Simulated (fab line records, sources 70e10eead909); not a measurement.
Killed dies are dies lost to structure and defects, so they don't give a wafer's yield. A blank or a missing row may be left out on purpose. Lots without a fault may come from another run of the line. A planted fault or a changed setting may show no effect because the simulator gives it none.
Which tool did it? | flow nand_harc | 13 lots, 39 wafers sampled, at 5 steps of a route of 1302

WHAT THE GAUGES READ, wafer by wafer
NHARC_A_SOURCE_PLATE_THK_MEAS_06: measures by ellipsometry. Usual: thk_nm 200.0 nm, standard deviation 2.2.
lot  | measured     | on            | thk_nm (nm)       | flag
L962 | day 8 00:18  | film_metro-02 | 199.7 198.5 201.8 |
L964 | day 8 22:26  | film_metro-01 | 194.0 197.0 196.9 |
L966 | day 9 20:47  | film_metro-01 | 198.9 198.7 196.8 |
L967 | day 10 14:34 | film_metro-01 | 205.9 204.4 204.9 |
L968 | day 10 14:34 | film_metro-02 | 202.0 201.8 201.5 |
L970 | day 11 17:04 | film_metro-01 | 197.0 196.5 195.8 |
L973 | day 12 17:43 | film_metro-01 | 201.9 201.1 200.1 |
L979 | day 15 01:21 | film_metro-01 | 198.4 198.7 199.3 |
L980 | day 15 13:20 | film_metro-02 | 199.3 201.8 202.7 |
L981 | day 16 00:34 | film_metro-01 | 200.3 201.0 201.9 |
L982 | day 16 04:17 | film_metro-01 | 200.9 201.7 201.1 |
L983 | day 16 17:13 | film_metro-01 | 202.2 199.3 197.5 |
L984 | day 17 02:38 | film_metro-01 | 199.8 200.4 200.5 |

NHARC_A_ONON_D1_THK_MEAS_14: measures by ellipsometry. Usual: thk_nm 997 nm, standard deviation 11.
lot  | measured     | on            | thk_nm (nm)    | flag
L962 | day 8 03:13  | film_metro-01 | 995 992 992    |
L964 | day 9 01:21  | film_metro-01 | 987 985 985    |
L966 | day 9 23:43  | film_metro-02 | 1013 1014 1012 |
L967 | day 10 17:29 | film_metro-01 | 994 995 993    |
L968 | day 10 17:28 | film_metro-01 | 994 995 996    |
L970 | day 11 19:58 | film_metro-02 | 989 988 989    |
L973 | day 12 20:38 | film_metro-01 | 980 979 979    |
L979 | day 15 04:16 | film_metro-02 | 1015 1012 1014 |
L980 | day 15 16:14 | film_metro-01 | 999 997 997    |
L981 | day 16 03:31 | film_metro-01 | 995 992 994    |
L982 | day 16 07:14 | film_metro-01 | 1004 1003 1003 |
L983 | day 16 20:08 | film_metro-01 | 980 981 982    |
L984 | day 17 05:33 | film_metro-02 | 996 994 996    |

NHARC_A_ONON_D1_THK_MEAS_30: measures by ellipsometry. Usual: thk_nm 998 nm, standard deviation 7.6.
lot  | measured     | on            | thk_nm (nm)    | flag
L962 | day 8 13:11  | film_metro-01 | 987 989 986    |
L964 | day 9 11:23  | film_metro-01 | 1012 1011 1011 |
L966 | day 10 09:42 | film_metro-01 | 988 988 989    |
L967 | day 11 03:23 | film_metro-02 | 986 987 987    |
L968 | day 11 03:21 | film_metro-01 | 990 989 991    |
L970 | day 12 06:01 | film_metro-02 | 1005 1006 1005 |
L973 | day 13 06:40 | film_metro-02 | 623 991 991    | OFF
L979 | day 15 16:22 | film_metro-01 | 1003 1002 1003 |
L980 | day 16 02:17 | film_metro-02 | 1002 1002 1003 |
L981 | day 16 13:35 | film_metro-02 | 1007 1005 1008 |
L982 | day 16 17:17 | film_metro-01 | 994 993 996    |
L983 | day 17 06:10 | film_metro-01 | 1007 1004 1006 |
L984 | day 17 19:01 | film_metro-02 | 987 986 984    |

WHICH TOOL RAN EACH LOT (tool, then ch and the chambers of the sampled wafers, then the start)
lot  | NHARC_A_ZERO_WELL_DESCUM_12        | NHARC_A_ONON_D1_DEP_28
L962 | rie_diel-13 ch 2,3, day 7 01:10    | pecvd_onon-04 ch 0, day 8 12:41
L964 | rie_diel-11 ch 1,2,3, day 8 01:15  | pecvd_onon-04 ch 0, day 9 10:52
L966 | rie_diel-13 ch 1,2,3, day 8 23:10  | pecvd_onon-01 ch 0, day 10 09:15
L967 | rie_diel-13 ch 0,1,2, day 9 18:02  | pecvd_onon-01 ch 0, day 11 02:52
L968 | rie_diel-11 ch 0,3, day 9 18:47    | pecvd_onon-02 ch 0, day 11 02:51
L970 | rie_diel-13 ch 0,1,3, day 10 20:35 | pecvd_onon-04 ch 0, day 12 05:30
L973 | rie_diel-13 ch 1,2,3, day 11 20:16 | pecvd_onon-02 ch 0, day 13 06:10
L979 | rie_diel-13 ch 0,2, day 14 01:42   | pecvd_onon-01 ch 0, day 15 15:52
L980 | rie_diel-13 ch 1,2, day 14 14:11   | pecvd_onon-02 ch 0, day 16 01:58
L981 | rie_diel-13 ch 0,2,3, day 15 02:46 | pecvd_onon-01 ch 0, day 16 13:05
L982 | rie_diel-11 ch 1,3, day 15 06:43   | pecvd_onon-01 ch 0, day 16 16:53
L983 | rie_diel-11 ch 1,2,3, day 15 16:39 | pecvd_onon-02 ch 0, day 17 05:39
L984 | rie_diel-10 ch 1,2,3, day 16 05:29 | pecvd_onon-01 ch 0, day 17 18:38
- NHARC_A_ZERO_WELL_DESCUM_12: chemistry O2, time 3 s.
- NHARC_A_ONON_D1_DEP_28: target thk 1000 nm.

WHAT THE TOOLS THEMSELVES READ (means of the sampled wafers that have a number; where no wafer has one, the mark that the record gives instead)
NHARC_A_ZERO_WELL_DESCUM_12. Usual: drypump_motor_current_A 5.7 A, standard deviation 0.42; o2_flow_sccm 199.9 sccm, standard deviation 0.56; oes_product_au 0.998 a.u., standard deviation 0.011; rf_vpp_V 58.0 V, standard deviation 0.91; showerhead_plenum_p_Torr 1.95 Torr, standard deviation 0.079; throttle_valve_pct 11.312 %, standard deviation 0.0097.
lot  | tool        | drypump_motor_current_A (A) | o2_flow_sccm (sccm) | oes_product_au (a.u.) | rf_vpp_V (V) | showerhead_plenum_p_Torr (Torr) | throttle_valve_pct (%) | flag
L962 | rie_diel-13 | 5.4                         | 199.9               | 0.999                 | 58.1         | 2.04                            | 11.316                 |
L964 | rie_diel-11 | 5.7                         | 200.3               | 1.004                 | 58.3         | 1.91                            | 11.308                 |
L966 | rie_diel-13 | 5.5                         | 199.8               | 1.006                 | 58.6         | 1.98                            | 11.301                 |
L967 | rie_diel-13 | 5.7                         | 199.9               | 1.003                 | 57.8         | 1.94                            | 11.315                 |
L968 | rie_diel-11 | 5.7                         | 199.5               | 0.996                 | 57.8         | 1.94                            | 11.310                 |
L970 | rie_diel-13 | 5.6                         | 200.4               | 1.005                 | 57.4         | 1.95                            | 11.320                 |
L973 | rie_diel-13 | 5.6                         | 200.0               | 0.999                 | 58.6         | 1.98                            | 11.307                 |
L979 | rie_diel-13 | 5.7                         | 199.7               | 0.983                 | 57.9         | 1.99                            | 11.310                 |
L980 | rie_diel-13 | 5.7                         | 199.7               | 1.004                 | 57.8         | 1.97                            | 11.312                 |
L981 | rie_diel-13 | 5.5                         | 200.7               | 0.991                 | 57.9         | 2.00                            | 11.314                 |
L982 | rie_diel-11 | 5.2                         | 199.8               | 1.001                 | 58.4         | 1.97                            | 11.318                 |
L983 | rie_diel-11 | 5.7                         | 199.8               | 1.013                 | 58.0         | 1.90                            | 11.315                 |
L984 | rie_diel-10 | 5.7                         | 199.9               | 0.998                 | 58.1         | 1.96                            | 11.312                 |

THE ANSWER, worked out from the rows above alone
Rule: a lot is off if the mean of its wafers that have a number lies more than 3 standard deviations from the usual mean. A lot without any number at a reading at which 4 lots or more have one is off too. The other lots that the step has rows for count as sound. The gauges are gone through in route order, then the tools' own readings, and for those a lot's mean is taken as printed above. The first step at which some lot is off is used, and at that step the reading that is off furthest; a lot without a number counts as furthest.
Off: L973, at NHARC_A_ONON_D1_THK_MEAS_30 (thk_nm).
A tool fits if, at a process step before that reading, it ran every lot that is off, and no sound lot after the first of them. The gauges at NHARC_A_ONON_D1_THK_MEAS_30 are tried like those tools. None of those tried fits.

WHAT THE SIMULATOR HAD PUT IN
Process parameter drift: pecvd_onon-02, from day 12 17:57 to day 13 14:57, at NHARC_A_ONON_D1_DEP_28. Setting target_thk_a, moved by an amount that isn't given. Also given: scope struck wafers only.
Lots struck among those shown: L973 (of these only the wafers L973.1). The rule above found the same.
